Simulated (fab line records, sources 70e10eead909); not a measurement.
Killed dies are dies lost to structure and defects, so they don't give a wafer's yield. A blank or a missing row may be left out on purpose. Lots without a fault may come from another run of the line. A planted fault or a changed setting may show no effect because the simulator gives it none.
fab line records | flow nand_harc | part 1 of 2: steps 1 to 23 of 38
record lots=5 wafers=15 last_day=32
route steps=1302 shown A_BLC@1110 A_M0@1137
lots that met no fault: from a run of the same line without faults
start_h: hours from the record's first day to the start of the lot's first wafer shown | wait_h: hours since the lot's step before | " the same as in the row above | L1.1+2: a row that stands for several wafers | - no value, or no start given | * or withheld: withheld | < > ~ a bound
route shown NAME@n: a module of which the file shows steps, and the number in the route of the first | usual: mean/standard deviation of fault-free wafers | same: alike in all rows | chamber/n: place in a boat | sites: the reading at each site | _std_site: their standard deviation | _edge_site: outer sites' mean less inner sites' | radius_mm: how far each site lies from the wafer's centre | mask NAME#n: copy n | behind: the tool/chamber that last shaped the wafer | hold: why the lot was held/for how many hours/how that ended | device: the transistor (n, p or np) that didn't switch | end of line: the same wafers' tests at the end of the route | a step without rows: its recipe alone | killed: dies lost to structure and defects at the first sort, not the wafer's yield | map: a wafer's dies, x killed, . not, _ none there
set.NAME: the setting as run; set.NAME@STEP: as run at that earlier step | model.NAME: the simulator's own value behind a step, which no gauge read
lots at some steps of the route; a table a step, a row a wafer
services: from which hour (start_h, from the record's first day; less than 0 if before it) a tool's chamber was out of use, for how many hours, and why
## steps
# step NHARC_A_BLC_COAT_03
# recipe temp_c=225 time_s=65
# usual heater_power_total_W=446.6/2
# columns lot.wafer tool chamber start_h wait_h heater_power_total_W
L077.3 litho_track-04 0 - - 448.2
L077.4 " 0 " " 449.0
L077.6 " 0 " " 444.0
L078.3 litho_track-01 0 - - 448.7
L078.4 " 0 " " 445.7
L078.6 " 0 " " 448.7
L081.1 litho_track-01 0 - - 445.1
L081.3 " 0 " " 444.6
L081.6 " 0 " " 444.0
L090.4 litho_track-04 0 - - 444.0
L090.5 " 0 " " 448.7
L090.6 " 0 " " 447.1
L095.3 litho_track-04 0 - - 444.1
L095.4 " 0 " " 449.5
L095.5 " 0 " " 449.8
# step NHARC_A_BLC_COAT_04
# recipe spin_rpm=1500 resist_thk_nm=90
# columns lot.wafer tool chamber start_h wait_h
L077.3+4+6 litho_track-04 0 - -
L078.3+4+6 litho_track-01 0 - -
L081.1+3+6 litho_track-01 0 - -
L090.4+5+6 litho_track-04 0 - -
L095.3+4+5 litho_track-04 0 - -
# step NHARC_A_BLC_SOFTBAKE_05
# recipe temp_c=105 time_s=55
# usual heater_power_total_W=188.43/0.13
# columns lot.wafer tool chamber start_h wait_h heater_power_total_W
L077.3 litho_track-04 0 - - 188.67
L077.4 " 0 " " 188.43
L077.6 " 0 " " 188.32
L078.3 litho_track-01 0 - - 188.29
L078.4 " 0 " " 188.70
L078.6 " 0 " " 188.67
L081.1 litho_track-01 0 - - 188.33
L081.3 " 0 " " 188.33
L081.6 " 0 " " 188.47
L090.4 litho_track-04 0 - - 188.30
L090.5 " 0 " " 188.37
L090.6 " 0 " " 188.41
L095.3 litho_track-04 0 - - 188.45
L095.4 " 0 " " 188.46
L095.5 " 0 " " 188.52
# step NHARC_A_BLC_EBR_06
# columns lot.wafer tool chamber start_h wait_h
L077.3+4+6 litho_track-04 0 - -
L078.3+4+6 litho_track-01 0 - -
L081.1+3+6 litho_track-01 0 - -
L090.4+5+6 litho_track-04 0 - -
L095.3+4+5 litho_track-04 0 - -
# step NHARC_A_BLC_EXPOSE_07
# recipe na=1.35 target_cd_nm=100 dose_mj=67.97 mask_id=A_BLC
# columns lot.wafer tool chamber start_h wait_h mask
L077.3+4+6 arfi_scanner-02 0 544.06 - A_BLC#0
L078.3+4+6 arfi_scanner-01 0 550.05 - A_BLC#0
L081.1+3+6 arfi_scanner-01 0 620.43 - A_BLC#0
L090.4+5+6 arfi_scanner-03 0 687.67 - A_BLC#0
L095.3+4+5 arfi_scanner-01 0 724.72 - A_BLC#0
# step NHARC_A_BLC_PEB_08
# recipe peb_temp_c=100 peb_time_s=65
# usual heater_power_total_W=156.6/0.41
# same peb_time_s=65
# columns lot.wafer tool chamber start_h wait_h heater_power_total_W
L077.3 litho_track-01 0 544.12 0.1 156.6
L077.4 " 0 " " 156.5
L077.6 " 0 " " 157.2
L078.3 litho_track-06 0 550.10 0.1 157.0
L078.4 " 0 " " 157.1
L078.6 " 0 " " 157.1
L081.1 litho_track-06 0 620.49 0.1 156.2
L081.3 " 0 " " 156.0
L081.6 " 0 " " 156.1
L090.4 litho_track-06 0 687.72 0.0 156.7
L090.5 " 0 " " 157.1
L090.6 " 0 " " 155.9
L095.3 litho_track-04 0 724.77 0.0 156.2
L095.4 " 0 " " 157.2
L095.5 " 0 " " 155.9
# step NHARC_A_BLC_DEVELOP_09
# recipe develop_time_s=35 dev_temp_c=23
# columns lot.wafer tool chamber start_h wait_h
L077.3+4+6 litho_track-01 0 - -
L078.3+4+6 litho_track-06 0 - -
L081.1+3+6 litho_track-06 0 - -
L090.4+5+6 litho_track-06 0 - -
L095.3+4+5 litho_track-04 0 - -
# step NHARC_A_BLC_CD_MEAS_10
# recipe target_cd_nm=100 landing_energy_ev=500
# usual cd_nm=99.8/0.61
# same landing_energy_ev=500
# columns lot.wafer tool chamber start_h wait_h cd_nm
L077.3 cd_sem-01 0 544.20 - 99.7
L077.4 " 0 " " 101.2
L077.6 " 0 " " 99.0
L078.3 cd_sem-02 0 550.19 - 100.7
L078.4 " 0 " " 100.0
L078.6 " 0 " " 100.2
L081.1 cd_sem-01 0 620.57 - 99.0
L081.3 " 0 " " 98.9
L081.6 " 0 " " 99.4
L090.4 cd_sem-03 0 687.80 - 99.1
L090.5 " 0 " " 100.0
L090.6 " 0 " " 98.7
L095.3 cd_sem-01 0 724.86 - 99.8
L095.4 " 0 " " 99.2
L095.5 " 0 " " 100.0
# step NHARC_A_BLC_OVL_MEAS_11
# usual overlay_x_nm=0.1/0.87 overlay_y_nm=0.0/0.72
# columns lot.wafer tool chamber start_h wait_h overlay_x_nm overlay_y_nm
L077.3 overlay-01 - 544.28 - 0.3 0.0
L077.4 " - " " -0.6 0.3
L077.6 " - " " 0.0 0.3
L078.3 overlay-01 - 550.27 - -0.4 0.8
L078.4 " - " " 0.2 0.8
L078.6 " - " " 0.4 0.8
L081.1 overlay-01 - 620.66 - 1.5 0.5
L081.3 " - " " 1.0 0.2
L081.6 " - " " 1.1 0.9
L090.4 overlay-01 - 687.89 - 0.4 0.0
L090.5 " - " " -0.5 -0.5
L090.6 " - " " -0.2 -0.3
L095.3 overlay-01 - 724.94 - 0.3 -0.4
L095.4 " - " " 1.0 -0.5
L095.5 " - " " 0.7 -0.1
# step NHARC_A_BLC_INSPECT_12
# usual raw_defect_count=89/36
# columns lot.wafer tool chamber start_h wait_h raw_defect_count
L077.3 defect_inspect-02 - 544.32 0.0 148
L077.4 " - " " 164
L077.6 " - " " 151
L078.3 defect_inspect-01 - 550.31 0.0 55
L078.4 " - " " 67
L078.6 " - " " 68
L081.1 defect_inspect-01 - 620.69 0.0 26
L081.3 " - " " 35
L081.6 " - " " 29
L090.4 defect_inspect-01 - 687.92 0.0 43
L090.5 " - " " 24
L090.6 " - " " 32
L095.3 defect_inspect-02 - 724.98 0.0 57
L095.4 " - " " 50
L095.5 " - " " 61
# step NHARC_A_BLC_DESCUM_15
# recipe time_s=3 o2_flow_sccm=200 ar_flow_sccm=0 bias_power_w=0 chemistry=O2
# usual drypump_motor_current_A=5.8/0.49 oes_product_au=1.003/0.012 rf_vpp_V=58.1/0.85 showerhead_plenum_p_Torr=1.98/0.057 throttle_valve_pct=11.311/0.009
# columns lot.wafer tool chamber start_h wait_h drypump_motor_current_A oes_product_au rf_hours_counter_h rf_vpp_V showerhead_plenum_p_Torr throttle_valve_pct
L077.3 rie_diel-03 0 544.38 0.1 5.6 1.019 8 57.1 1.92 11.307
L077.4 " 1 " " 5.5 1.017 8 58.5 1.90 11.322
L077.6 " 1 " " 5.5 1.013 - 58.1 1.90 11.305
L078.3 rie_diel-09 3 550.37 0.1 6.3 0.998 2 58.3 2.00 11.307
L078.4 " 0 " " 6.5 1.006 2 57.9 2.03 11.307
L078.6 " 3 " " 6.3 0.996 - 58.3 2.00 11.323
L081.3 rie_diel-09 3 620.75 0.1 6.3 0.998 6 60.0 2.00 11.305
L081.1 " 0 " " 6.5 1.004 6 58.0 2.03 11.309
L081.6 " 0 " " 6.5 0.990 - 58.4 2.03 11.316
L090.4 rie_diel-03 2 687.98 0.1 5.9 1.009 3 59.2 1.97 11.323
L090.5 " 2 " " 5.9 1.001 - 58.5 1.97 11.314
L090.6 " 3 " " 6.0 1.012 - 58.9 1.93 11.310
L095.4 rie_diel-09 0 725.04 0.1 6.5 0.991 2 57.9 2.03 11.294
L095.3 " 2 " " 5.2 1.018 3 59.3 2.05 11.297
L095.5 " 0 " " 6.5 0.988 - 57.5 2.03 11.318
# step NHARC_A_BLC_ETCH_16
# recipe target_depth_a=390 over_etch_frac=0.3 time_s=65 ion_energy_ev=80 cf4_flow_sccm=150 ar_flow_sccm=0 rf_w=300 bias_w=100 chemistry=CF4
# usual drypump_motor_current_A=5.7/0.49 oes_product_au=1.002/0.011 rf_vpp_V=152.0/1 showerhead_plenum_p_Torr=1.82/0.05 throttle_valve_pct=13.284/0.0085
# columns lot.wafer tool chamber start_h wait_h drypump_motor_current_A oes_product_au rf_hours_counter_h rf_vpp_V showerhead_plenum_p_Torr throttle_valve_pct
L077.3 rie_diel-03 3 544.46 0.1 6.0 0.983 7 151.4 1.79 13.291
L077.4 " 0 " " 5.6 1.005 8 151.0 1.77 13.289
L077.6 " 0 " " 5.6 1.002 - 152.4 1.77 13.285
L078.4 rie_diel-09 1 550.45 0.1 5.1 0.997 3 151.8 1.84 13.274
L078.3 " 3 " " 6.3 1.001 2 152.2 1.84 13.269
L078.6 " 2 " " 5.2 1.015 - 152.3 1.89 13.290
L081.3 rie_diel-09 0 620.84 0.1 6.5 0.991 6 152.5 1.87 13.277
L081.1 " 2 " " 5.2 1.018 7 154.6 1.89 13.272
L081.6 " 1 " " 5.2 0.998 - 152.0 1.84 13.291
L090.4 rie_diel-03 1 688.07 0.1 5.5 1.000 4 149.6 1.75 13.309
L090.6 " 0 " " 5.6 1.021 - 152.0 1.77 13.303
L090.5 " 1 " " 5.5 1.004 - 151.9 1.75 13.283
L095.3 rie_diel-09 0 725.12 0.1 6.5 0.989 2 153.3 1.87 13.272
L095.4 " 2 " " 5.2 1.024 3 151.8 1.89 13.290
L095.5 " 1 " " 5.2 0.993 - 153.1 1.83 13.270
# step NHARC_A_BLC_ETCH_17
# recipe target_depth_a=3900 over_etch_frac=0.25 time_s=609.38 ion_energy_ev=200 n2_flow_sccm=150 h2_flow_sccm=150 ar_flow_sccm=0 rf_w=400 bias_w=150 chemistry=N2/H2
# usual drypump_motor_current_A=5.7/0.49 oes_product_au=1.000/0.011 rf_vpp_V=432.5/2 showerhead_plenum_p_Torr=2.11/0.066 throttle_valve_pct=14.172/0.009
# columns lot.wafer tool chamber start_h wait_h drypump_motor_current_A oes_product_au rf_hours_counter_h rf_vpp_V showerhead_plenum_p_Torr throttle_valve_pct
L077.3 rie_diel-03 2 - - 5.9 0.993 7 434.4 2.11 14.170
L077.4 " 0 " " 5.6 1.014 8 429.5 2.04 14.182
L077.6 " 1 " " 5.5 1.012 - 429.9 2.02 14.182
L078.4 rie_diel-09 2 - - 5.2 1.017 3 436.6 2.19 14.175
L078.3 " 3 " " 6.3 1.015 2 432.4 2.14 14.173
L078.6 " 2 " " 5.2 1.021 - 434.1 2.19 14.165
L081.3 rie_diel-09 2 - - 5.2 1.001 7 433.7 2.19 14.179
L081.1 " 3 " " 6.3 0.990 6 433.6 2.13 14.177
L081.6 " 3 " " 6.3 0.990 - 434.0 2.13 14.179
L090.4 rie_diel-03 1 - - 5.5 0.996 4 429.9 2.02 14.194
L090.6 " 2 " " 5.9 0.994 - 432.6 2.11 14.150
L090.5 " 3 " " 6.0 0.999 - 431.6 2.06 14.173
L095.4 rie_diel-09 2 - - 5.2 0.994 3 435.9 2.19 14.168
L095.3 " 0 " " 6.5 0.984 3 435.2 2.17 14.162
L095.5 " 2 " " 5.2 1.014 - 434.8 2.19 14.169
# step NHARC_A_BLC_ETCH_18
# recipe target_depth_a=9100 c4f8_flow_sccm=20 o2_flow_sccm=10 ar_flow_sccm=withheld rf_w=600 bias_w=1500 chemistry=C4F8/O2/Ar
# usual oes_product_au=0.953/0.025 rf_vpp_V=982/4
# columns lot.wafer tool chamber start_h wait_h oes_product_au rf_hours_counter_h rf_vpp_V
L077.4 rie_diel-03 3 - - 0.927 7 980
L077.3 " 1 " " 0.926 9 978
L077.6 " 2 " " 0.915 - 984
L078.4 rie_diel-09 1 - - 0.971 3 982
L078.3 " 3 " " 0.973 2 983
L078.6 " 1 " " 0.976 - 983
L081.3 rie_diel-09 3 - - 0.928 6 984
L081.1 " 0 " " 0.921 6 987
L081.6 " 0 " " 0.927 - 985
L090.4 rie_diel-03 1 - - 0.982 4 976
L090.5 " 3 " " 0.978 - 979
L090.6 " 0 " " 0.999 - 978
L095.4 rie_diel-09 2 - - 0.982 3 988
L095.3 " 0 " " 0.945 3 986
L095.5 " 2 " " 0.986 - 988
# step NHARC_A_BLC_CD_MEAS_19
# usual cd_nm=100.1/2.1
# columns lot.wafer tool chamber start_h wait_h cd_nm
L077.3 cd_sem-01 - 545.36 - 98.5
L077.4 " - " " 100.9
L077.6 " - " " 103.8
L078.3 cd_sem-02 - 551.34 - 102.8
L078.4 " - " " 98.7
L078.6 " - " " 98.9
L081.1 cd_sem-02 - 621.72 - 98.9
L081.3 " - " " 100.6
L081.6 " - " " 100.1
L090.4 cd_sem-02 - 688.96 - 100.1
L090.5 " - " " 99.6
L090.6 " - " " 99.3
L095.3 cd_sem-02 - 726.01 - 102.3
L095.4 " - " " 102.7
L095.5 " - " " 105.5
# step NHARC_A_BLC_STRIP_29
# recipe cf4_flow_sccm=150 ar_flow_sccm=0 bias_w=0 chemistry=CF4
# usual drypump_motor_current_A=5.8/0.46 oes_product_au=1.001/0.01 rf_vpp_V=59.6/0.81 showerhead_plenum_p_Torr=1.81/0.05 throttle_valve_pct=13.284/0.009
# columns lot.wafer tool chamber start_h wait_h drypump_motor_current_A oes_product_au rf_hours_counter_h rf_vpp_V showerhead_plenum_p_Torr throttle_valve_pct
L077.3 rie_diel-09 2 545.43 0.1 5.2 1.012 3 60.9 1.89 13.287
L077.4 " 0 " " 6.5 0.989 2 61.7 1.87 13.295
L077.6 " 2 " " 5.2 1.005 - 59.9 1.89 13.287
L078.3 rie_diel-03 3 551.44 0.1 6.0 1.001 9 59.2 1.79 13.289
L078.6 " 2 " " 5.9 0.982 - 58.2 1.82 13.269
L078.4 " 1 " " 5.5 1.001 - 58.1 1.75 13.284
L081.1 rie_diel-03 0 621.79 0.1 5.6 1.011 14 58.2 1.77 13.290
L081.3 " 2 " " 5.9 1.000 14 59.7 1.82 13.273
L081.6 " 0 " " 5.6 1.002 - 60.7 1.77 13.292
L090.4 rie_diel-03 3 689.03 0.1 6.0 1.016 4 59.6 1.79 13.285
L090.6 " 2 " " 5.9 0.996 - 60.2 1.82 13.290
L090.5 " 3 " " 6.0 1.008 - 59.9 1.79 13.274
L095.4 rie_diel-09 1 726.10 0.1 5.2 0.997 2 60.5 1.83 13.285
L095.3 " 2 " " 5.2 1.008 3 60.1 1.89 13.288
L095.5 " 0 " " 6.5 0.995 - 60.8 1.87 13.277
# step NHARC_A_BLC_STRIP_21
# recipe o2_flow_sccm=500 ar_flow_sccm=0 bias_w=0 chemistry=O2
# usual drypump_motor_current_A=5.8/0.45 oes_product_au=1.002/0.0099 rf_vpp_V=58.0/0.85 showerhead_plenum_p_Torr=3.62/0.1 throttle_valve_pct=17.036/0.01
# columns lot.wafer tool chamber start_h wait_h drypump_motor_current_A oes_product_au rf_hours_counter_h rf_vpp_V showerhead_plenum_p_Torr throttle_valve_pct
L077.3 rie_diel-09 0 545.56 0.1 6.5 0.996 2 58.9 3.73 17.035
L077.4 " 1 " " 5.2 0.988 3 57.3 3.66 17.029
L077.6 " 2 " " 5.2 1.006 - 57.4 3.77 17.048
L078.3 rie_diel-03 1 551.56 0.1 5.5 1.007 11 58.0 3.50 17.040
L078.6 " 1 " " 5.5 1.002 - 57.8 3.50 17.040
L078.4 " 2 " " 5.9 0.999 - 58.6 3.64 17.023
L081.3 rie_diel-03 2 621.92 0.1 5.9 0.984 14 58.7 3.63 17.038
L081.1 " 1 " " 5.5 0.998 16 57.4 3.50 17.039
L081.6 " 2 " " 5.9 0.988 - 58.9 3.63 17.051
L090.4 rie_diel-03 3 689.15 0.1 6.0 1.009 4 57.5 3.56 17.030
L090.5 " 1 " " 5.6 0.997 - 59.0 3.50 17.020
L090.6 " 2 " " 5.9 0.993 - 59.8 3.63 17.031
L095.4 rie_diel-09 1 726.19 0.1 5.2 1.003 2 56.6 3.66 17.038
L095.3 " 2 " " 5.2 1.011 3 58.8 3.76 17.010
L095.5 " 0 " " 6.5 0.990 - 58.2 3.73 17.015
# step NHARC_A_BLC_STRIP_22
# recipe time_s=600 temp_c=30 chemistry=post_etch_residue_remover
# columns lot.wafer tool chamber start_h wait_h
L077.4+3+6 wet_bench-02 4,5,7 545.70 -
L078.6+3+4 wet_bench-02 7,0,2 551.73 -
L081.6+1+3 wet_bench-02 5,6,7 622.09 -
L090.6+4+5 wet_bench-02 4,5,7 689.29 -
L095.5+3+4 wet_bench-09 2,4,5 726.34 -
# step NHARC_A_BLC_DEGAS_30
# recipe temp_c=300 time_s=60
# usual heater_power_w=491/43
# columns lot.wafer tool chamber start_h wait_h heater_power_w
L077.3 pvd_sputter-01 - 545.97 - 488
L077.4 " - " " 501
L077.6 " - " " 464
L078.3 pvd_sputter-03 - 552.00 - 525
L078.4 " - " " 472
L078.6 " - " " 430
L081.3 pvd_sputter-02 - 622.36 - 535
L081.1 " - " " 519
L081.6 " - " " 555
L090.4 pvd_sputter-03 - 689.55 - 521
L090.5 " - " " 519
L090.6 " - " " 459
L095.3 pvd_sputter-01 - 726.60 - 471
L095.4 " - " " 478
L095.5 " - " " 464
# step NHARC_A_BLC_PRE_CLEAN_31
# recipe time_s=15 bias_v=250 gas=Ar
# columns lot.wafer tool chamber start_h wait_h
L077.3+4+6 pvd_sputter-01 - - -
L078.4+3+6 pvd_sputter-03 - - -
L081.3+1+6 pvd_sputter-02 - - -
L090.4+5+6 pvd_sputter-03 - - -
L095.4+3+5 pvd_sputter-01 - - -
# step NHARC_A_BLC_PVD_32
# recipe target_thk_a=50 chamber_pressure_pa=5 power_w=5000 substrate_temp_c=200 time_s=17.7 material=Ti
# usual throttle_valve_pct=29.9/1.3
# columns lot.wafer tool chamber start_h wait_h throttle_valve_pct
L077.4 pvd_sputter-01 - - - 28.9
L077.3 " - " " 29.8
L077.6 " - " " 28.0
L078.4 pvd_sputter-03 - - - 31.1
L078.3 " - " " 29.8
L078.6 " - " " 32.9
L081.1 pvd_sputter-02 - - - 29.9
L081.3 " - " " 28.9
L081.6 " - " " 29.6
L090.4 pvd_sputter-03 - - - 30.7
L090.5 " - " " 29.9
L090.6 " - " " 32.7
L095.4 pvd_sputter-01 - - - 28.8
L095.3 " - " " 27.0
L095.5 " - " " 28.8
# step NHARC_A_BLC_ALD_23
# recipe target_thk_a=30 pulse_time_s=1 ald_cycles=150 temp_c=450 material=TiN
# usual heater_power_w=1082/110 precursor_pulse_height_rel=1.000/0.022
# columns lot.wafer tool chamber start_h wait_h heater_power_w precursor_pulse_height_rel
L077.4 ald_metal-03 0 546.25 - 1078 1.035
L077.3 " 2 " " 1183 1.013
L077.6 " 3 " " 1212 1.009
L078.4 ald_metal-03 3 552.23 - 1192 1.036
L078.3 " 0 " " 1106 0.988
L078.6 " 0 " " 1091 1.030
L081.1 ald_metal-04 3 622.60 - 935 1.016
L081.3 " 2 " " 1023 1.033
L081.6 " 0 " " 1030 0.995
L090.4 ald_metal-04 3 689.81 - 914 0.960
L090.5 " 2 " " 963 0.965
L090.6 " 3 " " 938 0.980
L095.3 ald_metal-04 2 726.84 - 974 0.992
L095.4 " 3 " " 914 0.990
L095.5 " 3 " " 941 1.018
# step NHARC_A_BLC_CVD_24
# recipe target_thk_a=1500 temp_c=300 pressure_torr=40 wf6_flow_sccm=40 h2_flow_sccm=1600 ar_flow_sccm=1560 time_s=434 material=W
# usual heater_power_w=449/36 throttle_valve_pct=8.06/0.24
# columns lot.wafer tool chamber start_h wait_h heater_power_w throttle_valve_pct
L077.3 cvd_w-02 0 - - 467 8.23
L077.4 " 1 " " 434 7.81
L077.6 " 1 " " 445 7.89
L078.4 cvd_w-02 0 - - 459 7.98
L078.3 " 1 " " 446 7.86
L078.6 " 0 " " 469 8.30
L081.1 cvd_w-01 1 - - 470 7.71
L081.3 " 1 " " 489 7.98
L081.6 " 0 " " 394 7.92
L090.4 cvd_w-02 1 - - 425 7.82
L090.5 " 1 " " 431 7.70
L090.6 " 0 " " 460 8.39
L095.3 cvd_w-01 1 - - 491 7.88
L095.4 " 0 " " 398 7.97
L095.5 " 0 " " 398 7.99
